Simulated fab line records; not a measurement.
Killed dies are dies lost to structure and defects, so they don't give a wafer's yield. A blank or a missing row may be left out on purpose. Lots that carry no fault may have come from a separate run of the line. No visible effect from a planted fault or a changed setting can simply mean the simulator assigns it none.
Comparing a struck lot with a sound one || flow n5_finfet || 15 out of 1938 route steps
Sound: the wafers L186.2, L186.5, L186.6. Struck: wafer L194.3; the same lot's L194.4 was not struck, so it is left out; see the end for the cause.
Each step with rows lists, per side, the tool, then ch with its chambers, then its first start. Under that, the readings that differ: sound wafers || struck wafers || difference of the means || sigmas: that difference in standard deviations of wafers without a fault.
alike: readings with means less than 2 such deviations apart, plus words and numbers identical on both sides. not compared: withheld readings, readings lacking a value on some wafer, bounds such as >300 that could conceal the same value, and numbers that have no deviation in the record and whose values overlap.
A row with sigmas, a row that says differs or no value, or rows on one side alone: a step with any of these is where the two part. When numbers do not overlap yet have no deviation, they are printed without sigmas and do not part them. A reading that every wafer of one side lacks parts them only if that side has two wafers or more.

first, 1 step without rows for these wafers: N5_ILD0_CURE_02 (time 1800 s).
N5_ILD0_CMP_03: polishes, stops on SiNx, t overpolish 1.9 s, target thk 197.38 nm.
  sound on cmp-01 ch 0,1,3, day 6 20:10; struck on cmp-04 ch 1, day 8 19:20
  alike: edge_zone_pressure_frac, motor_current_A, overpolish_run_s, time_to_endpoint_s
N5_ILD0_THK_MEAS_04:
  struck on film_metro-02, day 8 19:33; sound on film_metro-02, day 6 20:20
  alike: thk_nm
N5_ILD0_CMP_07: polishes SiO2 flowable, stops on poly-Si, t overpolish 1.18 s, target thk 138.88 nm.
  sound on cmp-02 ch 1,2, day 6 20:29; struck on cmp-01 ch 1, day 8 19:35
  alike: edge_zone_pressure_frac, motor_current_A
N5_ILD0_THK_MEAS_08:
  struck on film_metro-01, day 8 19:52; sound on film_metro-01, day 6 20:45
  alike: thk_nm
then, 1 step without rows for these wafers: N5_ILD0_PRECLEAN_10 (cleans in NF3:NH3, afs cycles 5, time 20 s, sublimation time 60 s).
N5_ILD0_ALD_15: deposits SiNx, target thk 24 nm, pulse time 1 s, ald cycles 480.
  sound on ald_sin-01 ch 0,1, day 6 21:28; struck on ald_sin-02 ch 0, day 8 21:14
  alike: heater_power_w, precursor_pulse_height_rel
N5_ILD0_CMP_12: polishes SiNx, stops on poly-Si, t overpolish 6 s, target thk 17.67 nm.
  sound on cmp-04 ch 0,1,2, day 6 23:47; struck on cmp-01 ch 3, day 8 23:29
  alike: edge_zone_pressure_frac, motor_current_A, overpolish_run_s, time_to_endpoint_s
N5_ILD0_THK_MEAS_13:
  struck on film_metro-02, day 8 23:44; sound on film_metro-01, day 6 23:58
  alike: thk_nm
N5_ILD0_INSPECT_06: inspects for defects (darkfield).
  struck on defect_inspect-01, day 8 23:46; sound on defect_inspect-01, day 6 23:59
  alike: raw_defect_count
N5_SDB_HM_DEP_00: deposits SiNx from SiH4/NH3/N2, target thk 40 nm, time 35.3 s.
  sound on pecvd-01 ch 1,2, day 7 00:02; struck on pecvd-02 ch 1, day 8 23:49
  alike: heater_power_w, showerhead_plenum_p_Torr, showerhead_vpp_V, throttle_valve_pct
then, 1 step without rows for these wafers: N5_SDB_COAT_03 (time 60 s, resist thk 100 nm).
N5_SDB_COAT_04: time 60 s, resist thk 18 nm.
  sound on litho_track-02 ch 0, day 7 00:07; struck on litho_track-04 ch 0, day 8 23:53
{"reading": "heater_power_total_W (W)", "sound": "430.5 426.7 426.0", "struck": 438.9, "difference": "+11.2", "sigmas": "+5"}
{"reading": "run_length_s (s)", "sound": "65.82 65.93 66.00", "struck": 62.16, "difference": -3.76, "sigmas": -25}
  alike: chill_plate_temp_C
then, 1 step without rows for these wafers: N5_SDB_COAT_05 (resist thk 90 nm).
-- the record jumps here: 5 days lie between the struck wafers' starts before and after (it left off in module SDB and takes up again in module BEOL_M4, whose first step shown is number 1111 of the route) --
N5_BEOL_M4_RC_MEAS_101:
  sound on prober-01 ch 0, day 11 13:02; struck on prober-01 ch 0, day 13 17:41
  alike: DIBL_N, DIBL_P, IOFF_N, IOFF_P, ION_N, ION_P, SS_N, SS_P, VT_N, VT_P

== WHERE THEY PART ==
Only at N5_SDB_COAT_04, within this record. Later steps at which nothing parts them and some readings are alike: N5_BEOL_M4_RC_MEAS_101.

WHY: the cause the simulator had injected
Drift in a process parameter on litho_track-04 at N5_SDB_COAT_04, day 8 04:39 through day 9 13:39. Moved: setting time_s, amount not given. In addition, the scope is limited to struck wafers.
